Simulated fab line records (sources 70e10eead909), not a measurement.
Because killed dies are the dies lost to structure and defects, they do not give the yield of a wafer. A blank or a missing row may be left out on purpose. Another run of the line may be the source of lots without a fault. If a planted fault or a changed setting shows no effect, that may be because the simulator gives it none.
Struck lot and sound lot, side by side    flow nand-harc    15 steps out of a route of 1302
Sound: wafers L248.1, L248.2, L248.3. The struck wafers were L264.2, L264.3, L264.6. Last of all comes the cause.
Order at every step that has rows: each side's tool, ch and its chambers, its first start. Under that, the readings that differ: sound wafers    struck wafers    difference of the means    sigmas: that difference in standard deviations of wafers without a fault.
alike: a reading whose means differ by less than 2 such deviations, as well as words and numbers matching on both sides. not compared: withheld readings; readings where some wafer has no value; bounds like >300 that might hide an equal value; numbers whose values overlap and for which the record gives no deviation.
Wherever a step has rows on one side only, a row that says differs or no value, or a row with sigmas, the two part there. Numbers that have no deviation but don't overlap get no sigmas and don't part them. A reading that every wafer of one side lacks parts them only if that side has two wafers or more.

first, 3 steps without rows for these wafers: NHARC_A_CONTACT_ETCH_113 (etches the open film in C4F8/O2/Ar, time 190 s, target depth 1850 nm); NHARC_A_CONTACT_ETCH_114 (etches the open film in C4F8/O2/Ar, time 190 s, target depth 1850 nm); NHARC_A_CONTACT_ETCH_115 (etches the open film in C4F8/O2/Ar, time 190 s, target depth 1850 nm).
NHARC_A_CONTACT_ETCH_116: etches the open film in C4F8/O2/Ar, time 190 s, target depth 1850 nm.
  sound on har-cap-etch-03 ch 0,1, day 22 07:12; struck on har-cap-etch-01 ch 0,1, day 28 12:31
  alike: run-length-s
  not compared: rf-hours-counter-h
then, 2 steps without rows for these wafers: NHARC_A_CONTACT_ETCH_117 (etches the open film in C4F8/O2/Ar, time 190 s, target depth 1850 nm); NHARC_A_CONTACT_ETCH_118 (etches the open film in C4F8/O2/Ar, time 190 s, target depth 1850 nm).
NHARC_A_CONTACT_ETCH_119: etches the open film in C4F8/O2/Ar, time 190 s, target depth 1850 nm.
  sound on har-cap-etch-03 ch 0,1, day 22 07:43; struck on har-cap-etch-01 ch 0,1, day 28 13:02
  alike: run-length-s
  not compared: rf-hours-counter-h
NHARC_A_CONTACT_ETCH_120: etches the open film in C4F8/O2/Ar, time 190 s, target depth 1850 nm.
  sound on har-cap-etch-03 ch 0,1, day 22 07:53; struck on har-cap-etch-01 ch 0,1, day 28 13:12
  alike: run-length-s
  not compared: rf-hours-counter-h
NHARC_A_CONTACT_ETCH_121: etches the open film in C4F8/O2/Ar, time 190 s, target depth 1850 nm.
  sound on har-cap-etch-03 ch 0,1, day 22 08:04; struck on har-cap-etch-01 ch 0,1, day 28 13:22
  alike: run-length-s
  not compared: rf-hours-counter-h
then, 2 steps without rows for these wafers: NHARC_A_CONTACT_ETCH_122 (etches the open film in C4F8/O2/Ar, time 190 s, target depth 1850 nm); NHARC_A_CONTACT_ETCH_123 (etches the open film in C4F8/O2/Ar, time 490 s, target depth 2110 nm).
NHARC_A_CONTACT_ETCH_90: etches the open film in CH3F/O2, target depth 40 nm, time 85.7 s.
  sound on rie-diel-04 ch 0,1,2, day 22 09:22; struck on rie-diel-07 ch 2,3, day 28 14:40
  alike: drypump-motor-current-A, oes-product-au, rf-vpp-V, run-length-s, showerhead-plenum-p-Torr, throttle-valve-pct
  not compared: rf-hours-counter-h
NHARC_A_CONTACT_ETCH_96: etches the open film in C4F6/O2, target depth 20 nm, time 10 s.
  sound on rie-diel-04 ch 0,2,3, day 22 09:30; struck on rie-diel-07 ch 1,2, day 28 14:48
reading           sound           struck          difference  sigmas
run-length-s (s)  31.7 30.9 31.2  27.8 27.4 27.9  -3.6        -9
  alike: drypump-motor-current-A, oes-product-au, rf-vpp-V, showerhead-plenum-p-Torr, throttle-valve-pct
  not compared: rf-hours-counter-h
NHARC_A_CONTACT_CD_MEAS_53:
  sound: cd-sem-02 at day 22 09:35; struck: cd-sem-03 at day 28 14:53
  alike: cd-nm
-- the record jumps here: 3 days lie between the struck wafers' starts before and after (it left off in module A_CONTACT and takes up again in module END, whose first step shown is number 1302 of the route) --
NHARC_END_SORT_01:
  only the struck wafers appear in the record here, on prober-02 ch 0 at day 31 07:12; the sound ones have no rows

## WHERE THEY PART
At NHARC_A_CONTACT_ETCH_96 first; at NHARC_END_SORT_01 last (within this record only).

WHY: the cause the simulator had injected
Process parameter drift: rie-diel-07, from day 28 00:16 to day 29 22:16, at NHARC_A_CONTACT_ETCH_96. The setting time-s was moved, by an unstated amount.
